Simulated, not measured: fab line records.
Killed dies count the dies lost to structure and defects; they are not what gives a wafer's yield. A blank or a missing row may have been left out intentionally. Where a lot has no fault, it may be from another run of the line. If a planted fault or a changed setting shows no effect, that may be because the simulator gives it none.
Chamber matching    flow n5_finfet    rie_diel-03 running N5_BEOL_M0_CUTY_DESCUM_61: 4 sister chambers
The step chemistry O2, time 7.9 s. 4 wafers are shown with their chamber, then 9 later ones without.

== WAFERS WITH THEIR CHAMBER ==
wafer   chamber  drypump_motor_current_A (A)
L086.1  2        6.3
L086.3  0        5.3
L088.4  3        5.2
L088.5  1        5.8

== WAFERS MISSING THEIR CHAMBER ==
wafer   drypump_motor_current_A (A)
L089.1  5.8
L089.4  6.3
L089.6  5.7
L092.2  5.3
L092.4  5.2
L092.5  5.1
L094.4  6.2
L094.5  5.1
L094.6  6.2

== WHICH CHAMBER EACH WENT THROUGH ==
wafer   from the rows above      in truth
L089.1  1                        1
L089.4  2                        2
L089.6  1                        1
L092.2  can't be placed: 0 or 3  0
L092.4  can't be placed: 3 or 0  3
L092.5  can't be placed: 3 or 0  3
L094.4  2                        2
L094.5  can't be placed: 3 or 0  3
L094.6  2                        2
5 of 9 placed correctly. Can't be placed from these rows: 4 (the true chamber is among the candidates in 4). 0 placed wrongly.
How it was worked out, from the rows above alone: a wafer's distance from a chamber is the root of the sum, over the readings, of the square of ((its reading less the chamber's mean) divided by the reading's scatter). If the next closest chamber is less than 2 further off than the closest, the wafer can't be placed; otherwise it belongs to the closest. For every chamber, the mean is computed from those of its wafers that are shown. The scatter: root of mean squared gap, hidden wafer to nearest shown wafer, with one shown wafer a chamber.
